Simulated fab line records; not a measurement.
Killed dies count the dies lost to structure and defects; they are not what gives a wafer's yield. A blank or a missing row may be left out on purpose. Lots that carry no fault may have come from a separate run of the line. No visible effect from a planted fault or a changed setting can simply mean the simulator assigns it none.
What tool caused it? + flow nand harc + Sampling: 11 lots, 33 wafers, 6 of 1302 route steps

WHAT THE GAUGES READ, wafer by wafer
NHARC_A_ONON_D2_THK_MEAS_18: measures by ellipsometry. Usual: 1000 nm for thk nm, sd 13.
| lot  | measured     | on            | thk nm (nm)    | flag |
|------|--------------|---------------|----------------|------|
| L844 | day 12 22:31 | film metro-02 | 993 994 994    |      |
| L848 | day 14 06:57 | film metro-02 | 1003 1002 1005 |      |
| L851 | day 15 16:26 | film metro-01 | 1002 1003 1005 |      |
| L850 | day 15 16:26 | film metro-02 | 987 990 989    |      |
| L854 | day 17 04:12 | film metro-02 | 1001 1002 1000 |      |
| L857 | day 18 14:56 | film metro-01 | 1008 1010 1010 |      |
| L860 | day 19 11:25 | film metro-01 | 980 978 979    |      |
| L862 | day 20 16:27 | film metro-02 | 995 996 995    |      |
| L863 | day 20 16:27 | film metro-01 | 1017 1017 1017 |      |
| L865 | day 21 22:20 | film metro-01 | 995 995 997    |      |
| L866 | day 21 22:34 | film metro-01 | 987 990 988    |      |

NHARC_A_CHANNEL_HOLE_D2_CD_MEAS_10: target cd 100 nm. Usual: 99.9 nm for cd nm, sd 0.53.
| lot  | measured     | on        | cd nm (nm)                    | flag |
|------|--------------|-----------|-------------------------------|------|
| L844 | day 13 04:12 | cd sem-03 | 99.5 99.4 99.1                |      |
| L848 | day 14 12:29 | cd sem-01 | 100.0 100.3 100.5             |      |
| L851 | day 15 21:59 | cd sem-03 | 100.7 100.4 100.1             |      |
| L850 | day 15 22:19 | cd sem-02 | 100.1 99.7 99.5               |      |
| L854 | day 17 11:17 | cd sem-01 | 100.0 99.3 99.6               |      |
| L857 | day 18 22:22 | cd sem-01 | 99.3 99.5 101.4               |      |
| L860 | day 19 16:48 | cd sem-02 | 99.7 99.3 100.8               |      |
| L862 | day 21 00:02 | cd sem-02 | 97.8 98.1 97.8 97.6 98.2 97.9 | OFF  |
| L863 | day 20 22:35 | cd sem-03 | 97.5 97.6 98.0 97.8 98.1 98.0 | OFF  |
| L865 | day 22 10:07 | cd sem-03 | 100.0 100.5 100.3             |      |
| L866 | day 22 12:01 | cd sem-03 | 99.6 99.0 99.1                |      |

NHARC_END_SORT_01. Usual: killed at array 62, standard deviation 22; killed at other 1.0, standard deviation 1.4; killed at periphery 4.2, standard deviation 2.8; killed dies 67, standard deviation 23; killed open 3.1, standard deviation 1.7; killed short 2.1, standard deviation 1.5.
| lot  | measured     | on        | killed at array | killed at other | killed at periphery | killed dies | killed open | killed short | flag |
|------|--------------|-----------|-----------------|-----------------|---------------------|-------------|-------------|--------------|------|
| L844 | day 25 04:53 | prober-02 | 47 45 56        | 0 0 1           | 8 5 2               | 55 50 59    | 3 3 5       | 2 2 1        |      |
| L854 | day 28 14:26 | prober-02 | 77 72 58        | 1 0 1           | 4 6 4               | 82 78 63    | 4 4 2       | 5 5 1        |      |
| L857 | day 30 11:14 | prober-02 | 77 65 65        | 0 0 0           | 5 4 8               | 82 69 73    | 4 1 2       | 1 0 7        |      |
| L860 | day 30 22:27 | prober-02 | 43 46 45        | 3 2 1           | 12 11 3             | 58 59 49    | 4 2 5       | 3 4 2        |      |
| L862 | day 32 04:36 | prober-01 | 119 85 94       | 0 0 0           | 9 7 9               | 128 92 103  | 3 0 2       | 2 1 2        |      |
| L863 | day 33 07:31 | prober-02 | 68 58 66        | 1 5 8           | 3 7 3               | 72 70 77    | 3 4 5       | 2 4 5        |      |

WHAT TOOL EACH LOT RAN ON (gives the tool, then ch and the chambers of the sampled wafers, and finally the start)
| lot  | NHARC_A_CHANNEL_HOLE_D2_EXPOSE_07  | NHARC_A_CHANNEL_HOLE_D2_ETCH_38    | NHARC_A_CHANNEL_HOLE_D2_ETCH_20  |
|------|------------------------------------|------------------------------------|----------------------------------|
| L844 | arfi scanner-01 ch 0, day 13 04:03 | rie diel-10 ch 0,2,3, day 13 04:29 | har etch-02 ch 0,1, day 13 05:55 |
| L848 | arfi scanner-02 ch 0, day 14 12:20 | rie diel-06 ch 0,1,2, day 14 12:46 | har etch-01 ch 0,1, day 14 15:06 |
| L851 | arfi scanner-01 ch 0, day 15 21:51 | rie diel-11 ch 0,1,2, day 15 22:16 | har etch-02 ch 0,1, day 15 23:29 |
| L850 | arfi scanner-02 ch 0, day 15 22:10 | rie diel-10 ch 0,2,3, day 15 22:35 | har etch-01 ch 0,1, day 15 23:48 |
| L854 | arfi scanner-02 ch 0, day 17 11:08 | rie diel-10 ch 1,2, day 17 11:33   | har etch-01 ch 0,1, day 17 20:11 |
| L857 | arfi scanner-03 ch 0, day 18 22:14 | rie diel-06 ch 0,3, day 18 22:39   | har etch-01 ch 0, day 19 02:04   |
| L860 | arfi scanner-03 ch 0, day 19 16:40 | rie diel-10 ch 0,1,2, day 19 17:05 | har etch-02 ch 0,1, day 19 18:16 |
| L862 | arfi scanner-02 ch 0, day 20 23:53 | rie diel-11 ch 0,3, day 21 03:20   | har etch-01 ch 0,1, day 21 04:35 |
| L863 | arfi scanner-02 ch 0, day 20 22:26 | rie diel-10 ch 2,3, day 20 23:02   | har etch-01 ch 0,1, day 21 00:21 |
| L865 | arfi scanner-01 ch 0, day 22 09:58 | rie diel-06 ch 0,1, day 22 10:23   | har etch-02 ch 0,1, day 22 11:44 |
| L866 | arfi scanner-03 ch 0, day 22 11:53 | rie diel-10 ch 0,1,2, day 22 12:17 | har etch-02 ch 0,1, day 22 15:45 |
- NHARC_A_CHANNEL_HOLE_D2_EXPOSE_07: exposes mask HOLE D2, target cd 100 nm.
- NHARC_A_CHANNEL_HOLE_D2_ETCH_38: etches the open film in CF4, target depth 39 nm, time 65 s.
- NHARC_A_CHANNEL_HOLE_D2_ETCH_20: etches the open film in C4F8/O2/Ar, time 361.9 s, target depth 1600 nm.

WHAT THE TOOLS THEMSELVES READ (means of the sampled wafers that have a number; where no wafer has one, the mark that the record gives instead)
NHARC_A_CHANNEL_HOLE_D2_EXPOSE_07. Usual: 59.65 for exposure dose mJ cm2, sd 0.064.
| lot  | tool            | exposure dose mJ cm2 | flag |
|------|-----------------|----------------------|------|
| L844 | arfi scanner-01 | 59.68                |      |
| L848 | arfi scanner-02 | 59.58                |      |
| L851 | arfi scanner-01 | 59.65                |      |
| L850 | arfi scanner-02 | 59.58                |      |
| L854 | arfi scanner-02 | 59.68                |      |
| L857 | arfi scanner-03 | 59.69                |      |
| L860 | arfi scanner-03 | 59.71                |      |
| L862 | arfi scanner-02 | 57.44                | OFF  |
| L863 | arfi scanner-02 | 56.98                | OFF  |
| L865 | arfi scanner-01 | 59.63                |      |
| L866 | arfi scanner-03 | 59.68                |      |

NHARC_A_CHANNEL_HOLE_D2_ETCH_38. Usual: cf4 flow sccm 150.1 sccm, standard deviation 0.43; drypump motor current A 5.6 A, standard deviation 0.43; oes product au 1.003 a.u., standard deviation 0.011; rf vpp V 151.8 V, standard deviation 1.1; showerhead plenum p Torr 1.81 Torr, standard deviation 0.067; throttle valve pct 13.284 %, standard deviation 0.01.
| lot  | tool        | cf4 flow sccm (sccm) | drypump motor current A (A) | oes product au (a.u.) | rf vpp V (V) | showerhead plenum p Torr (Torr) | throttle valve pct (%) | flag |
|------|-------------|----------------------|-----------------------------|-----------------------|--------------|---------------------------------|------------------------|------|
| L844 | rie diel-10 | 150.3                | 6.0                         | 1.002                 | 151.5        | 1.78                            | 13.285                 |      |
| L848 | rie diel-06 | 150.2                | 5.5                         | 1.003                 | 152.2        | 1.81                            | 13.282                 |      |
| L851 | rie diel-11 | 150.1                | 5.4                         | 1.001                 | 151.4        | 1.82                            | 13.284                 |      |
| L850 | rie diel-10 | 150.3                | 6.0                         | 1.007                 | 151.8        | 1.78                            | 13.285                 |      |
| L854 | rie diel-10 | 149.7                | 5.8                         | 1.005                 | 150.1        | 1.68                            | 13.284                 |      |
| L857 | rie diel-06 | 150.0                | 5.3                         | 1.001                 | 151.3        | 1.82                            | 13.293                 |      |
| L860 | rie diel-10 | 149.9                | 6.0                         | 1.002                 | 150.5        | 1.74                            | 13.266                 |      |
| L862 | rie diel-11 | 150.1                | 5.6                         | 0.992                 | 152.8        | 1.86                            | 13.284                 |      |
| L863 | rie diel-10 | 150.1                | 5.8                         | 1.013                 | 151.6        | 1.79                            | 13.284                 |      |
| L865 | rie diel-06 | 150.0                | 5.4                         | 0.994                 | 153.1        | 1.84                            | 13.277                 |      |
| L866 | rie diel-10 | 149.8                | 6.0                         | 1.019                 | 150.8        | 1.73                            | 13.279                 |      |

NHARC_A_CHANNEL_HOLE_D2_ETCH_20. Usual: drypump motor current A 5.5 A, standard deviation 0.49; showerhead plenum p Torr 3.65 Torr, standard deviation 0.13; throttle valve pct 32.154 %, standard deviation 0.0095.
| lot  | tool        | drypump motor current A (A) | showerhead plenum p Torr (Torr) | throttle valve pct (%) | flag |
|------|-------------|-----------------------------|---------------------------------|------------------------|------|
| L844 | har etch-02 | 5.0                         | 3.64                            | 32.152                 |      |
| L848 | har etch-01 | 6.0                         | 3.65                            | 32.150                 |      |
| L851 | har etch-02 | 5.0                         | 3.62                            | 32.143                 |      |
| L850 | har etch-01 | 5.9                         | 3.60                            | 32.158                 |      |
| L854 | har etch-01 | 5.9                         | 3.58                            | 32.158                 |      |
| L857 | har etch-01 | 6.0                         | 3.65                            | 32.144                 |      |
| L860 | har etch-02 | 5.0                         | 3.77                            | 32.150                 |      |
| L862 | har etch-01 | 6.0                         | 3.56                            | 32.140                 |      |
| L863 | har etch-01 | 5.9                         | 3.56                            | 32.145                 |      |
| L865 | har etch-02 | 4.9                         | 3.83                            | 32.160                 |      |
| L866 | har etch-02 | 4.9                         | 3.82                            | 32.157                 |      |

THE ANSWER, worked out from the rows above alone
Rule: a lot is off if the mean of its wafers that have a number lies more than 3 standard deviations from the usual mean. Also off: a lot with no number at a reading for which 4 or more lots have one. The other lots that the step has rows for count as sound. After the gauges, taken in route order, come the tools' own readings; for these a lot's mean is taken, as printed above. The first step at which some lot is off is used, and at that step the reading that is off furthest; a lot without a number counts as furthest.
Off, at NHARC_A_CHANNEL_HOLE_D2_CD_MEAS_10 on cd nm: L862, L863.
If a tool, at a process step before that reading, ran all the lots that are off and no sound lot after the first of them, it fits. Not tried: the gauges at NHARC_A_CHANNEL_HOLE_D2_CD_MEAS_10; whatever is off there is also off at NHARC_A_CHANNEL_HOLE_D2_EXPOSE_07, on other tools, and gauge error can't account for it. One fits: NHARC_A_CHANNEL_HOLE_D2_EXPOSE_07 on arfi scanner-02. Its last sound lot is L854 (day 17 11:08), its first lot that is off L863 (day 20 22:26): a fault that began between those two fits.
On the lots that are off, the tool's own readings at NHARC_A_CHANNEL_HOLE_D2_EXPOSE_07 differ by more than 5 times the standard deviation of the sound lots' means, which bears it out; exposure dose mJ cm2 reads 57.21 there versus 59.65 on the sound lots.

WHAT THE SIMULATOR HAD INSERTED
Drift in process parameters on arfi scanner-02 at NHARC_A_CHANNEL_HOLE_D2_EXPOSE_07, starting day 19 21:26. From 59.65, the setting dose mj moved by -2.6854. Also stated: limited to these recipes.
Struck lots among those shown: L862, L863. Same finding as the rule above.
